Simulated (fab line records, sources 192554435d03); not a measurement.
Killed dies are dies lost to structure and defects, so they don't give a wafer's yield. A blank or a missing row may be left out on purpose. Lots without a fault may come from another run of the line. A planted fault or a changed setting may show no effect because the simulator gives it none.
Which tool did it? | flow n5_finfet | 8 lots, 24 wafers sampled, at 7 steps of a route of 1938

WHAT THE GAUGES READ, wafer by wafer
N5_BEOL_M0_SAQP_INSPECT_42: inspects for defects (brightfield). Usual: raw_defect_count 320, standard deviation 100.
lot  | measured     | on                | raw_defect_count | flag
L998 | day 5 22:26  | defect_inspect-02 | 404 312 224      |
L100 | day 6 10:28  | defect_inspect-02 | 225 256 221      |
L102 | day 6 23:13  | defect_inspect-01 | 253 302 257      |
L103 | day 7 07:59  | defect_inspect-01 | 268 308 265      |
L111 | day 9 03:32  | defect_inspect-01 | 573 242 573      |
L115 | day 11 02:11 | defect_inspect-01 | 332 396 434      |
L118 | day 11 02:55 | defect_inspect-01 | 723 444 438      |
L119 | day 11 06:46 | defect_inspect-01 | 364 290 256      |

N5_BEOL_M0_CUTY_INSPECT_59: inspects for defects (macro). Usual: raw_defect_count 2.2, standard deviation 1.4.
lot  | measured     | on                | raw_defect_count | flag
L998 | day 5 23:43  | defect_inspect-01 | 4 3 2            |
L100 | day 6 11:56  | defect_inspect-02 | 2 4 2            |
L102 | day 7 00:37  | defect_inspect-02 | 4 2 3            |
L103 | day 7 09:47  | defect_inspect-01 | 3 2 1            |
L111 | day 9 04:57  | defect_inspect-01 | 283 1 278        | OFF
L115 | day 11 03:34 | defect_inspect-01 | 1 5 2            |
L118 | day 11 04:23 | defect_inspect-01 | 3 6 1            |
L119 | day 11 08:10 | defect_inspect-01 | 0 3 4            |

N5_BEOL_M4_RC_MEAS_101. Usual: DIBL_N 36.8 mV/V, standard deviation 2.2; DIBL_P 37.0 mV/V, standard deviation 2.8; IOFF_N 0.18 nA/um, standard deviation 0.043; IOFF_P 0.23 nA/um, standard deviation 0.05; ION_N 680 uA/um, standard deviation 14; ION_P 466 uA/um, standard deviation 9.1; SS_N 71.7 mV/dec, standard deviation 0.74; SS_P 73.5 mV/dec, standard deviation 0.79; VT_N 248 mV, standard deviation 4; VT_P -249 mV, standard deviation 4.1.
lot  | measured     | on        | DIBL_N (mV/V)  | DIBL_P (mV/V)  | IOFF_N (nA/um) | IOFF_P (nA/um) | ION_N (uA/um) | ION_P (uA/um) | SS_N (mV/dec)  | SS_P (mV/dec)  | VT_N (mV)   | VT_P (mV)      | flag
L998 | day 8 09:34  | prober-02 | 37.8 34.9 38.9 | 36.7 33.9 38.6 | 0.16 0.13 0.19 | 0.19 0.17 0.23 | 666 677 688   | 450 462 463   | 71.9 69.7 71.8 | 73.9 73.0 73.7 | 249 252 248 | -254 -255 -251 |
L100 | day 9 05:10  | prober-01 | 35.7 36.3 37.7 | 36.9 38.2 40.2 | 0.18 0.17 0.23 | 0.19 0.19 0.24 | 677 667 700   | 453 456 467   | 71.6 71.6 72.0 | 73.4 73.1 73.6 | 243 253 244 | -254 -253 -250 |
L102 | day 9 11:35  | prober-01 | 36.2 39.3 36.2 | 37.8 41.7 38.4 | 0.16 0.21 0.15 | 0.20 0.29 0.20 | 681 692 676   | 464 469 463   | 72.4 73.0 71.3 | 72.9 74.6 72.4 | 250 247 249 | -251 -248 -251 |
L103 | day 9 13:09  | prober-02 | 38.0 39.4 34.8 | 36.7 38.2 32.6 | 0.21 0.22 0.13 | 0.23 0.24 0.16 | 690 699 684   | 468 469 462   | 71.7 72.1 71.1 | 73.6 74.7 72.6 | 246 249 253 | -250 -248 -253 |
L111 | day 11 14:02 | prober-02 | 39.4 34.7 35.5 | 41.1 32.9 35.6 | 0.25 0.14 0.15 | 0.29 0.15 0.20 | 703 672 670   | 478 454 461   | 72.8 71.4 71.3 | 74.9 72.9 72.9 | 243 250 250 | -244 -255 -252 |
L115 | day 12 20:48 | prober-02 | 34.6 30.4 39.2 | 34.2 29.0 40.9 | 0.13 0.08 0.25 | 0.19 0.12 0.31 | 664 636 695   | 457 441 474   | 70.7 69.9 71.6 | 73.0 71.5 74.1 | 252 259 242 | -251 -257 -244 |
L118 | day 13 03:29 | prober-01 | 37.4 39.8 38.5 | 36.0 41.2 37.6 | 0.18 0.25 0.21 | 0.20 0.31 0.23 | 687 707 683   | 459 480 460   | 71.9 73.3 72.8 | 73.4 74.3 73.8 | 249 244 247 | -252 -249 -250 |
L119 | day 13 10:34 | prober-01 | 33.4 37.3 35.5 | 34.3 39.2 37.2 | 0.12 0.20 0.15 | 0.17 0.25 0.22 | 671 687 670   | 460 468 466   | 70.6 71.6 71.4 | 73.1 73.7 73.1 | 256 246 251 | -255 -250 -250 |

WHICH TOOL RAN EACH LOT (tool, then ch and the chambers of the sampled wafers, then the start)
lot  | N5_BEOL_M0_SAQP_ETCH_84            | N5_BEOL_M0_SAQP_SPACER2_ETCHBACK_27 | N5_BEOL_M0_SAQP_ETCH_73            | N5_BEOL_M0_SAQP_ALD_48
L998 | rie_diel-02 ch 0,1, day 5 18:05    | rie_diel-03 ch 1,2,3, day 5 21:43   | rie_diel-02 ch 1,2, day 5 22:31    | ald_sin-03 ch 0,1,2, day 5 22:46
L100 | rie_diel-01 ch 0,2,3, day 6 06:32  | rie_diel-03 ch 0,2, day 6 09:44     | rie_diel-03 ch 0,1,2, day 6 10:33  | ald_sin-01 ch 0,2,3, day 6 10:47
L102 | rie_diel-01 ch 0,1,2, day 6 18:37  | rie_diel-03 ch 2,3, day 6 22:30     | rie_diel-01 ch 1,3, day 6 23:19    | ald_sin-01 ch 0,1,2, day 6 23:32
L103 | rie_diel-01 ch 1,2, day 7 03:37    | rie_diel-03 ch 2,3, day 7 07:23     | rie_diel-01 ch 2,3, day 7 08:04    | ald_sin-01 ch 0,2,3, day 7 08:46
L111 | rie_diel-01 ch 0,2, day 8 23:08    | rie_diel-03 ch 0,2,3, day 9 02:50   | rie_diel-03 ch 1,2, day 9 03:38    | ald_sin-01 ch 1,2,3, day 9 03:52
L115 | rie_diel-02 ch 0,1,3, day 10 20:30 | rie_diel-02 ch 0,1,2, day 11 01:26  | rie_diel-03 ch 0,1,3, day 11 02:16 | ald_sin-01 ch 0,2,3, day 11 02:30
L118 | rie_diel-03 ch 1,2,3, day 10 20:59 | rie_diel-01 ch 0,2, day 11 02:12    | rie_diel-03 ch 0,2,3, day 11 03:00 | ald_sin-02 ch 1,2,3, day 11 03:19
L119 | rie_diel-02 ch 0,2,3, day 11 02:32 | rie_diel-02 ch 0,1,3, day 11 06:10  | rie_diel-02 ch 0,1,2, day 11 06:51 | ald_sin-02 ch 0,1,3, day 11 07:05
- N5_BEOL_M0_SAQP_ETCH_84: etches SOC in N2/H2, target depth 100 nm, overetch 20 nm, time 150 s.
- N5_BEOL_M0_SAQP_SPACER2_ETCHBACK_27: etches SiO2 in CHF3/O2, target depth 22.5 nm, time 11.25 s.
- N5_BEOL_M0_SAQP_ETCH_73: etches SiARC in CF4, target depth 19.5 nm, time 32.5 s.
- N5_BEOL_M0_SAQP_ALD_48: deposits SiO2, target thk 20 nm, pulse time 1 s, co reactant pulse time 1 s.

WHAT THE TOOLS THEMSELVES READ (means of the sampled wafers that have a number; where no wafer has one, the mark that the record gives instead)
N5_BEOL_M0_SAQP_ETCH_84. Usual: drypump_motor_current_A 5.8 A, standard deviation 0.41; oes_product_au 0.68 a.u., standard deviation 0.068; rf_vpp_V 524.7 V, standard deviation 2.2; showerhead_plenum_p_Torr 2.57 Torr, standard deviation 0.079; throttle_valve_pct 17.96 %, standard deviation 0.28.
lot  | tool        | drypump_motor_current_A (A) | oes_product_au (a.u.) | rf_vpp_V (V) | showerhead_plenum_p_Torr (Torr) | throttle_valve_pct (%) | flag
L998 | rie_diel-02 | 5.8                         | 0.65                  | 522.4        | 2.49                            | 18.12                  |
L100 | rie_diel-01 | 5.7                         | 0.69                  | 525.1        | 2.59                            | 17.96                  |
L102 | rie_diel-01 | 5.4                         | 0.69                  | 525.9        | 2.59                            | 17.98                  |
L103 | rie_diel-01 | 5.6                         | 0.67                  | 523.4        | 2.54                            | 18.01                  |
L111 | rie_diel-01 | 5.3                         | 0.73                  | 524.9        | 2.61                            | 18.14                  |
L115 | rie_diel-02 | 5.8                         | 0.70                  | 523.1        | 2.51                            | 18.07                  |
L118 | rie_diel-03 | 6.2                         | 0.69                  | 525.5        | 2.57                            | 17.80                  |
L119 | rie_diel-02 | 5.9                         | 0.70                  | 525.2        | 2.59                            | 18.07                  |

N5_BEOL_M0_SAQP_SPACER2_ETCHBACK_27. Usual: O2_flow_sccm 4.998 sccm, standard deviation 0.015; drypump_motor_current_A 6.0 A, standard deviation 0.42; oes_product_au 0.76 a.u., standard deviation 0.083; rf_vpp_V 520 V, standard deviation 15; showerhead_plenum_p_Torr 2.43 Torr, standard deviation 0.073; throttle_valve_pct 18.92 %, standard deviation 0.23.
lot  | tool        | O2_flow_sccm (sccm) | drypump_motor_current_A (A) | oes_product_au (a.u.) | rf_vpp_V (V) | showerhead_plenum_p_Torr (Torr) | throttle_valve_pct (%) | flag
L998 | rie_diel-03 | 5.004               | 6.2                         | 0.81                  | 524          | 2.45                            | 18.86                  |
L100 | rie_diel-03 | 4.999               | 6.2                         | 0.75                  | 515          | 2.47                            | 18.73                  |
L102 | rie_diel-03 | 4.998               | 6.5                         | 0.85                  | 528          | 2.51                            | 18.73                  |
L103 | rie_diel-03 | 4.996               | 6.5                         | 0.79                  | 530          | 2.46                            | 18.80                  |
L111 | rie_diel-03 | 4.976               | 6.4                         | 0.77                  | 523          | 2.48                            | 18.75                  |
L115 | rie_diel-02 | 4.996               | 5.9                         | 0.80                  | 521          | 2.41                            | 18.92                  |
L118 | rie_diel-01 | 5.007               | 5.2                         | 0.76                  | 519          | 2.47                            | 18.97                  |
L119 | rie_diel-02 | 4.996               | 5.8                         | 0.78                  | 531          | 2.37                            | 19.02                  |

N5_BEOL_M0_SAQP_ETCH_73. Usual: drypump_motor_current_A 5.9 A, standard deviation 0.36; etch_rf_on_time_s 32.7 s, standard deviation 1.1; oes_product_au 0.64 a.u., standard deviation 0.06; rf_vpp_V 184.4 V, standard deviation 1.1; showerhead_plenum_p_Torr 2.16 Torr, standard deviation 0.06; throttle_valve_pct 15.72 %, standard deviation 0.23.
lot  | tool        | drypump_motor_current_A (A) | etch_rf_on_time_s (s) | oes_product_au (a.u.) | rf_vpp_V (V) | showerhead_plenum_p_Torr (Torr) | throttle_valve_pct (%) | flag
L998 | rie_diel-02 | 5.9                         | 32.3                  | 0.64                  | 183.5        | 2.18                            | 15.79                  |
L100 | rie_diel-03 | 6.1                         | 33.1                  | 0.64                  | 184.7        | 2.17                            | 15.65                  |
L102 | rie_diel-01 | 6.1                         | 33.9                  | 0.58                  | 183.7        | 2.10                            | 15.63                  |
L103 | rie_diel-01 | 5.7                         | 32.3                  | 0.69                  | 184.5        | 2.14                            | 15.69                  |
L111 | rie_diel-03 | 5.9                         | 33.3                  | 0.62                  | 183.2        | 2.13                            | 15.81                  |
L115 | rie_diel-03 | 6.1                         | 33.9                  | 0.66                  | 183.9        | 2.19                            | 15.60                  |
L118 | rie_diel-03 | 6.4                         | 33.4                  | 0.65                  | 184.9        | 2.20                            | 15.53                  |
L119 | rie_diel-02 | 5.9                         | 32.2                  | 0.68                  | 184.4        | 2.15                            | 15.67                  |

N5_BEOL_M0_SAQP_ALD_48. Usual: heater_power_outer_w 41 W, standard deviation 5.4; heater_power_w 78 W, standard deviation 9.5; precursor_pulse_height_rel 1.000, standard deviation 0.017.
lot  | tool       | heater_power_outer_w (W) | heater_power_w (W) | precursor_pulse_height_rel | flag
L998 | ald_sin-03 | 40                       | 74                 | 1.011                      |
L100 | ald_sin-01 | 40                       | 75                 | 0.984                      |
L102 | ald_sin-01 | 39                       | 74                 | 0.986                      |
L103 | ald_sin-01 | 40                       | 75                 | 1.014                      |
L111 | ald_sin-01 | 40                       | 74                 | 1.024                      |
L115 | ald_sin-01 | 40                       | 74                 | 0.994                      |
L118 | ald_sin-02 | 45                       | 87                 | 0.987                      |
L119 | ald_sin-02 | 47                       | 91                 | 0.991                      |

THE ANSWER, worked out from the rows above alone
Rule: a lot is off if the mean of its wafers that have a number lies more than 3 standard deviations from the usual mean. A lot without any number at a reading at which 4 lots or more have one is off too. The other lots that the step has rows for count as sound. The gauges are gone through in route order, then the tools' own readings, and for those a lot's mean is taken as printed above. The first step at which some lot is off is used, and at that step the reading that is off furthest; a lot without a number counts as furthest.
Off: L111, at N5_BEOL_M0_CUTY_INSPECT_59 (raw_defect_count).
A tool fits if, at a process step before that reading, it ran every lot that is off, and no sound lot after the first of them. The gauges at N5_BEOL_M0_CUTY_INSPECT_59 are tried like those tools. Can't be told from this: 2 tools fit, rie_diel-01 at N5_BEOL_M0_SAQP_ETCH_84, rie_diel-03 at N5_BEOL_M0_SAQP_SPACER2_ETCHBACK_27.

WHAT THE SIMULATOR HAD PUT IN
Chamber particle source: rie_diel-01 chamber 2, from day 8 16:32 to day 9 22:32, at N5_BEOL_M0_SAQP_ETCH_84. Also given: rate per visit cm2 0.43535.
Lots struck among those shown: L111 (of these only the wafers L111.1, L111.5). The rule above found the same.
